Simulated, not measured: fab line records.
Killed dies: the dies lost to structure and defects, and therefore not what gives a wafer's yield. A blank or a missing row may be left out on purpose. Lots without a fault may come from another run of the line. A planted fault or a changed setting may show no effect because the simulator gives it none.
fab line records	flow n5Finfet
record: lots: 9	wafers: 26	lastDay: 21
route steps=1938 shown WELL_APT@46 PMOS_HMC_CHANNEL_EPI@65 BEOL_M4@1111
lots with no fault: from the same line, run without faults
startH: hours from the record's opening day to when the first of the lot's shown wafers began	waitH: hours since the lot's step before	" identical to the entry in the row above	L1.1+2: a single row standing in for several wafers	- value missing, or start not given	* or withheld: withheld	< > ~ a bound
route shown NAME@n: names a module that has steps shown in the file, with the first one's number in the route	usual: the fault-free wafers' mean and standard deviation	same: alike in all rows	chamber/n: place in a boat	sites: the reading at each site	_std_site: how widely they spread, as a standard deviation	_edge_site: outer sites' mean less inner sites'	radiusMm: how far each site lies from the wafer's centre	mask NAME#n: copy n	behind: the tool/chamber that last shaped the wafer	hold: the reason the lot was held/the length of the hold in hours/how it ended	device: whichever transistor did not switch (one of n, p or np)	end of line: tests run on the same wafers once the route is complete	for a step that has no rows: nothing shown but its recipe	killed: count of dies lost to structure and defects at first sort (not the wafer's yield)	map: a wafer's dies, x killed, . not, _ none there
set.NAME: the setting as run; set.NAME@STEP: as run at that earlier step	model.NAME: the simulator's own value behind a step, which no gauge read
the route's steps for a sample of lots (tables are steps, rows are wafers)
services: the hour from which a tool's chamber was out of use, counted from the record's first day as startH (under 0 if before that day), plus the number of hours and why
== steps ==
step: N5_WELL_APT_DESCUM_30
recipe: chemistry: O2	timeS: 7.9	sourcePowerW: 50	biasPowerW: 20	pressureMtorr: 20	rfFrequencyHz: 2.712e+07	tempC: 40	o2FlowSccm: 225
usual: biasPowerW: 20.00/0.052	drypumpMotorCurrentA: 5.7/0.32	oesProductAu: 0.77/0.064	rfVppV: 243.3/1.6	showerheadPlenumPTorr: 2.10/0.087	throttleValvePct: 20.49/0.13
lot.wafer	tool	chamber	startH	waitH	biasPowerW	drypumpMotorCurrentA	oesProductAu	rfHoursCounterH	rfVppV	showerheadPlenumPTorr	throttleValvePct
L433.1	rieDiel-02	3	33.03	0.0	19.99	5.6	0.82	96	243.4	2.03	20.55
L433.4	"	2	"	"	19.93	5.7	0.86	47	245.2	2.21	20.43
L433.6	"	3	"	"	19.98	5.6	0.81	-	242.5	2.03	20.52
L435.1	rieDiel-04	2	44.96	0.0	19.95	5.2	0.74	159	242.8	2.08	20.38
L435.3	"	0	"	"	19.88	6.1	0.71	208	242.3	1.98	20.51
L435.4	"	3	"	"	19.98	5.2	0.73	187	244.2	2.17	20.58
L437.1	rieDiel-04	3	56.91	0.0	20.01	5.1	0.74	191	243.6	2.17	20.59
L437.2	"	2	"	"	19.98	5.1	0.74	163	242.8	2.08	20.42
L437.4	"	2	"	"	19.94	5.1	0.73	-	243.1	2.08	20.43
L440.2	rieDiel-02	1	75.44	0.0	19.96	5.8	0.76	130	244.3	2.19	20.37
L440.5	"	3	"	"	20.05	5.6	0.80	-	242.3	2.02	20.57
L444.2	rieDiel-02	1	99.17	0.1	19.95	5.8	0.76	138	244.0	2.19	20.39
L444.5	"	0	"	"	19.99	5.6	0.73	-	240.4	2.00	20.33
L444.6	"	3	"	"	20.04	5.6	0.80	-	241.3	2.02	20.58
L448.1	rieDiel-04	1	123.27	0.0	19.98	5.6	0.93	19	243.3	2.05	20.51
L448.2	"	2	"	"	19.89	5.2	0.71	189	243.5	2.07	20.44
L448.5	"	1	"	"	19.98	5.6	0.94	-	242.2	2.05	20.52
L450.1	rieDiel-02	3	135.50	0.0	20.01	5.6	0.79	129	241.1	2.02	20.60
L450.5	"	0	"	"	20.01	5.6	0.72	-	242.4	2.00	20.36
L450.6	"	1	"	"	20.01	5.8	0.75	-	243.3	2.18	20.40
L451.4	rieDiel-02	1	141.08	0.0	20.02	5.7	0.76	153	243.6	2.18	20.39
L451.5	"	2	"	"	20.08	5.7	0.81	-	243.8	2.20	20.48
L451.6	"	3	"	"	19.97	5.6	0.79	-	242.3	2.01	20.59
L453.3	rieDiel-05	0	153.27	0.0	19.96	6.3	0.95	7	244.9	2.14	20.34
L453.4	"	2	"	"	19.90	5.7	0.71	214	243.9	2.15	20.78
L453.5	"	1	"	"	20.09	5.4	0.67	-	240.3	1.98	20.56
step: N5_PMOS_HMC_CHANNEL_EPI_CD_MEAS_09
recipe: targetCdNm: 237.4	landingEnergyEv: 500	detector: seInlens
usual: cdNm: 237.3/1
lot.wafer	tool	chamber	startH	waitH	cdNm
L433.1	cdSem-02	0	35.59	-	237.5
L433.4	"	0	"	"	237.3
L433.6	"	0	"	"	237.9
L435.1	cdSem-03	0	47.27	-	238.7
L435.3	"	0	"	"	238.0
L435.4	"	0	"	"	238.7
L437.1	cdSem-02	0	59.41	-	237.2
L437.2	"	0	"	"	237.3
L437.4	"	0	"	"	237.5
L440.2	cdSem-03	0	77.72	-	235.9
L440.5	"	0	"	"	236.6
L444.2	cdSem-02	0	101.42	-	237.7
L444.5	"	0	"	"	237.0
L444.6	"	0	"	"	237.3
L448.1	cdSem-03	0	125.57	-	236.1
L448.2	"	0	"	"	235.5
L448.5	"	0	"	"	235.0
L450.1	cdSem-03	0	137.77	-	237.9
L450.5	"	0	"	"	235.4
L450.6	"	0	"	"	236.9
L451.4	cdSem-03	0	143.04	-	235.2
L451.5	"	0	"	"	236.4
L451.6	"	0	"	"	237.1
L453.3	cdSem-02	0	155.60	-	238.6
L453.4	"	0	"	"	237.7
L453.5	"	0	"	"	238.4
step: N5_PMOS_HMC_CHANNEL_EPI_ETCH_32
recipe: chemistry: N2/H2	target: BARC	stopOn: SiO2	targetDepthA: 858	overEtchFrac: 0.3	timeS: 50.3	ionEnergyEv: 200	maskMaterial: CAR-ArF-block	pressureMtorr: 30	sourceW: 840	biasW: 150	n2FlowSccm: 200	h2FlowSccm: 200
usual: drypumpMotorCurrentA: 5.8/0.38	oesProductAu: 0.68/0.075	rfVppV: 523.8/2.4	showerheadPlenumPTorr: 2.54/0.081	throttleValvePct: 17.88/0.22
lot.wafer	tool	chamber	startH	waitH	drypumpMotorCurrentA	oesProductAu	rfHoursCounterH	rfVppV	showerheadPlenumPTorr	throttleValvePct
L433.1	rieDiel-06	3	35.94	0.0	5.8	0.61	189	520.4	2.42	17.71
L433.4	"	0	"	"	6.5	0.69	101	527.4	2.67	17.82
L433.6	"	1	"	"	6.3	0.59	-	523.0	2.52	18.23
L435.1	rieDiel-03	1	47.40	0.0	5.2	0.62	181	526.6	2.64	17.70
L435.3	"	2	"	"	5.9	0.77	14	524.8	2.61	17.79
L435.4	"	3	"	"	6.2	0.73	57	522.6	2.47	17.52
L437.1	rieDiel-06	0	59.53	0.0	6.5	0.70	109	527.1	2.67	17.83
L437.2	"	2	"	"	5.5	0.72	70	525.2	2.58	17.64
L437.4	"	1	"	"	6.3	0.58	232	522.0	2.51	18.26
L440.2	rieDiel-03	1	77.84	0.0	5.2	0.62	189	526.8	2.63	17.72
L440.5	"	1	"	"	5.2	0.62	-	526.0	2.63	17.71
L444.2	rieDiel-03	0	101.54	0.0	6.0	0.78	15	524.7	2.50	17.89
L444.5	"	1	"	"	5.2	0.61	-	526.3	2.63	17.71
L444.6	"	0	"	"	6.0	0.78	-	522.9	2.50	17.88
L448.1	rieDiel-01	3	125.69	0.0	6.0	0.81	8	525.8	2.61	17.65
L448.2	"	0	"	"	5.4	0.59	249	523.1	2.50	18.22
L448.5	"	2	"	"	5.7	0.72	-	524.6	2.58	18.06
L450.1	rieDiel-01	2	137.90	0.0	5.7	0.71	61	525.9	2.58	18.06
L450.5	"	1	"	"	5.6	0.62	-	520.2	2.41	18.22
L450.6	"	3	"	"	6.1	0.79	-	526.9	2.61	17.67
L451.4	rieDiel-06	2	143.19	0.0	5.5	0.69	96	525.5	2.57	17.72
L451.5	"	1	"	"	6.3	0.85	-	521.2	2.50	17.85
L451.6	"	0	"	"	6.5	0.67	-	529.5	2.65	17.88
L453.3	rieDiel-03	2	155.73	0.0	5.9	0.73	45	525.9	2.59	17.85
L453.4	"	3	"	"	6.2	0.71	87	521.1	2.46	17.58
L453.5	"	2	"	"	5.9	0.72	-	525.2	2.59	17.85
step: N5_PMOS_HMC_CHANNEL_EPI_FIN_RECESS_16
recipe: chemistry: HBr/Cl2	target: Si	maskMaterial: SiO2	targetDepthA: 540	timeS: 18	pressureMtorr: 10	icpW: 800	biasW: 75	HBr_flow_sccm: 150	Cl2_flow_sccm: 80
usual: HBr_flow_sccm: 150.0/0.4	drypumpMotorCurrentA: 5.7/0.44	oesProductAu: 1.000/0.018	throttleValvePct: 35.28/0.23
lot.wafer	tool	chamber	startH	waitH	HBr_flow_sccm	drypumpMotorCurrentA	oesProductAu	rfHoursCounterH	throttleValvePct
L433.1	rieSi-02	3	36.37	0.0	149.4	4.9	0.996	25	35.42
L433.4	"	0	"	"	150.1	5.7	1.012	-	35.47
L433.6	"	3	"	"	149.3	4.9	0.998	-	35.42
L435.1	rieSi-02	2	47.82	0.0	150.2	6.0	1.013	169	35.00
L435.3	"	3	"	"	150.3	4.9	0.986	26	35.42
L435.4	"	1	"	"	149.8	5.4	1.029	35	35.10
L437.1	rieSi-04	2	59.95	0.0	149.8	5.0	1.021	82	35.39
L437.2	"	1	"	"	150.2	6.2	1.006	113	35.09
L437.4	"	0	"	"	150.0	5.3	1.007	8	35.16
L440.2	rieSi-02	3	78.27	0.0	150.2	4.9	0.986	26	35.44
L440.5	"	2	"	"	150.1	5.9	1.003	-	35.00
L444.2	rieSi-02	1	102.00	0.0	150.1	5.4	1.032	36	35.08
L444.5	"	2	"	"	150.4	6.0	1.013	-	35.00
L444.6	"	1	"	"	150.0	5.4	1.035	-	35.10
L448.1	rieSi-04	1	126.13	0.0	149.8	6.2	1.011	114	35.08
L448.2	"	3	"	"	150.7	5.3	0.991	167	35.41
L448.5	"	2	"	"	150.3	5.0	1.018	-	35.40
L450.1	rieSi-06	2	138.36	0.0	149.9	6.1	0.972	88	34.92
L450.5	"	0	"	"	149.6	5.6	0.976	-	35.65
L450.6	"	3	"	"	150.5	5.9	1.000	-	35.42
L451.4	rieSi-06	1	143.61	0.0	151.0	6.1	0.990	51	35.35
L451.5	"	3	"	"	149.5	5.9	1.006	-	35.42
L451.6	"	2	"	"	150.4	6.2	0.984	-	34.92
L453.3	rieSi-06	1	156.16	0.0	150.2	6.1	0.977	51	35.37
L453.4	"	2	"	"	149.9	6.1	0.968	89	34.92
L453.5	"	2	"	"	150.0	6.1	0.982	-	34.89
step: N5_PMOS_HMC_CHANNEL_EPI_THK_MEAS_22
recipe: reads: SiGe30_of_PMOS_HMC_CHANNEL_EPI_EPI_20
usual: HMC_CMP_THK: 54.1/0.72
lot.wafer	tool	chamber	startH	waitH	HMC_CMP_THK[nm]
L433.1	filmMetro-01	-	38.61	-	54.3
L433.4	"	-	"	"	55.5
L433.6	"	-	"	"	54.6
L435.1	filmMetro-01	-	50.02	-	54.2
L435.3	"	-	"	"	54.4
L435.4	"	-	"	"	54.5
L437.1	filmMetro-02	-	61.76	-	54.3
L437.2	"	-	"	"	52.8
L437.4	"	-	"	"	53.9
L440.2	filmMetro-02	-	80.47	-	53.8
L440.5	"	-	"	"	51.5
L444.2	filmMetro-01	-	104.20	-	55.1
L444.5	"	-	"	"	51.5
L444.6	"	-	"	"	54.3
L448.1	filmMetro-02	-	128.35	-	53.4
L448.2	"	-	"	"	54.2
L448.5	"	-	"	"	54.0
L450.1	filmMetro-01	-	140.17	-	53.9
L450.5	"	-	"	"	54.3
L450.6	"	-	"	"	52.7
L451.4	filmMetro-01	-	145.82	-	53.5
L451.5	"	-	"	"	53.2
L451.6	"	-	"	"	53.9
L453.3	filmMetro-01	-	157.97	-	53.2
L453.4	"	-	"	"	53.9
L453.5	"	-	"	"	54.2
step: N5_BEOL_M4_RC_MEAS_101
usual: CJ_P: 5.78/0.15	DIBL_N: 36.3/1.1	DIBL_P: 36.3/1.4	IOFF_N: 0.155/0.019	IOFF_P: 0.211/0.027	ION_N: 672/8.5	ION_P: 462/5.8	SS_N: 71.5/0.56	SS_P: 73.3/0.52	VT_N: 249.9/2.5	VT_P: -249.8/2.8
lot.wafer	tool	chamber	startH	waitH	CJ_P	DIBL_N[mV/V]	DIBL_P[mV/V]	IOFF_N[nA/um]	IOFF_P[nA/um]	ION_N[uA/um]	ION_P[uA/um]	SS_N[mV/dec]	SS_P[mV/dec]	VT_N[mV]	VT_P[mV]
L433.1	prober-01	0	219.84	0.0	5.67	35.0	36.1	0.126	0.198	669	459	70.9	72.1	255.9	-249.1
L433.4	"	0	"	"	5.61	35.6	37.4	0.148	0.235	679	473	71.3	73.1	248.9	-247.1
L433.6	"	0	"	"	5.63	36.1	37.8	0.149	0.227	668	458	71.5	72.3	251.6	-248.8
L435.1	prober-01	0	250.22	0.0	5.83	36.3	36.4	0.166	0.199	684	462	71.2	73.6	248.7	-252.6
L435.3	"	0	"	"	5.69	34.8	33.7	0.135	0.167	677	463	71.3	72.6	252.9	-251.8
L435.4	"	0	"	"	5.71	36.3	35.6	0.171	0.199	691	465	71.8	73.6	248.2	-250.2
L437.1	prober-02	0	289.57	0.0	5.80	36.7	37.0	0.177	0.217	689	466	71.6	74.0	250.4	-248.3
L437.2	"	0	"	"	6.04	37.7	37.7	0.182	0.223	677	459	72.3	73.2	245.9	-247.1
L437.4	"	0	"	"	5.83	36.1	34.9	0.156	0.183	670	456	71.0	73.2	249.7	-251.6
L440.2	prober-02	0	322.26	0.2	5.80	37.0	36.2	0.150	0.203	672	461	71.5	73.3	250.7	-250.7
L440.5	"	0	"	"	6.21	37.9	36.9	0.163	0.216	675	467	71.6	73.1	249.0	-246.5
L444.2	prober-02	0	355.04	0.2	5.67	36.0	35.6	0.151	0.238	667	468	71.7	73.2	248.3	-246.1
L444.5	"	0	"	"	6.28	34.5	33.7	0.128	0.202	662	463	70.8	72.7	253.7	-246.3
L444.6	"	0	"	"	5.77	36.7	36.1	0.169	0.253	682	467	71.6	72.9	245.5	-243.8
L453.3	prober-02	0	364.69	0.3	6.04	37.2	36.6	0.171	0.241	678	467	72.2	73.7	251.6	-246.2
L453.4	"	0	"	"	5.83	38.7	36.8	0.196	0.250	671	461	72.8	73.2	246.3	-246.9
L453.5	"	0	"	"	5.78	37.2	35.6	0.161	0.223	674	464	71.9	73.3	247.5	-249.5
L451.4	prober-01	0	368.66	0.5	5.91	34.9	37.6	0.168	0.241	668	470	70.4	73.3	247.3	-247.3
L451.5	"	0	"	"	6.03	34.3	36.8	0.150	0.235	673	472	71.7	73.1	249.5	-244.4
L451.6	"	0	"	"	5.81	34.9	36.6	0.157	0.232	665	465	71.8	72.6	251.7	-248.7
L448.1	prober-02	0	385.35	0.0	6.00	38.3	37.3	0.176	0.236	677	462	71.2	73.9	245.9	-248.3
L448.2	"	0	"	"	5.75	37.5	35.8	0.154	0.206	680	465	71.6	73.1	252.5	-249.6
L448.5	"	0	"	"	5.84	36.9	35.6	0.149	0.204	669	457	71.5	73.6	250.5	-249.6
L450.1	prober-02	0	390.06	0.0	5.81	36.5	36.4	0.150	0.210	676	466	71.5	72.9	250.0	-250.0
L450.5	"	0	"	"	5.70	40.0	40.9	0.228	0.301	699	479	72.5	74.0	242.9	-244.8
L450.6	"	0	"	"	6.01	37.1	37.2	0.171	0.236	677	471	71.1	73.1	246.3	-247.0
== services ==
tool	chamber	startH	hours	kind
rieDiel-06	2	9.99	2.7	repair
rieDiel-06	3	11.85	5.5	repair
rieDiel-03	-	13.18	14.6	pm
rieDiel-06	-	25.45	0.3	repair
rieDiel-03	0	29.64	-	clean
rieDiel-03	0	29.64	-	consumableReplace:focusRing
rieDiel-03	0	29.64	14.0	scheduledDown
rieDiel-03	0	29.64	14.0	ventCycle
rieSi-02	2	34.85	9.6	repair
rieDiel-01	1	48.99	5.8	repair
rieDiel-04	1	54.35	-	clean
rieDiel-04	1	54.35	-	consumableReplace:focusRing
rieSi-02	1	70.28	20.1	repair
rieDiel-04	3	81.15	6.9	repair
rieDiel-03	-	82.64	0.7	repair
rieSi-04	2	86.80	6.4	repair
rieSi-06	0	89.30	10.1	repair
rieSi-06	3	95.45	8.2	repair
rieSi-04	3	102.90	8.9	repair
rieDiel-03	3	106.94	1.8	repair
rieDiel-03	0	125.34	6.0	repair
rieDiel-05	1	126.71	2.8	repair
rieDiel-05	2	144.20	3.8	repair
rieDiel-01	2	154.65	6.9	repair
== key ==
firstSign: step: N5_PMOS_HMC_CHANNEL_EPI_THK_MEAS_22	reading: HMC_CMP_THK	direction: down	sigmas: 3.7	usual: 54.1	struck: 51.5
effect: step: N5_BEOL_M4_RC_MEAS_101	reading: CJ_P	direction: up	sigmas: 3.1	usual: 5.78	struck: 6.25
metAt N5_PMOS_HMC_CHANNEL_EPI_FIN_RECESS_16
struckLots L440,L444
struckWafers L440.5,L444.5
notActingAt N5_WELL_APT_DESCUM_30,N5_PMOS_HMC_CHANNEL_EPI_CD_MEAS_09,N5_PMOS_HMC_CHANNEL_EPI_ETCH_32
onsetBetween 47.82 78.27
fault: kind: processParameterDrift	tool: rieSi-02	chamber: -	onsetH: 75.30	steps: N5_PMOS_HMC_CHANNEL_EPI_FIN_RECESS_16	channel: timeS	offset: *	shape: step	endH: 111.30	scope: struckWafersOnly	actsIn: *	stated: *
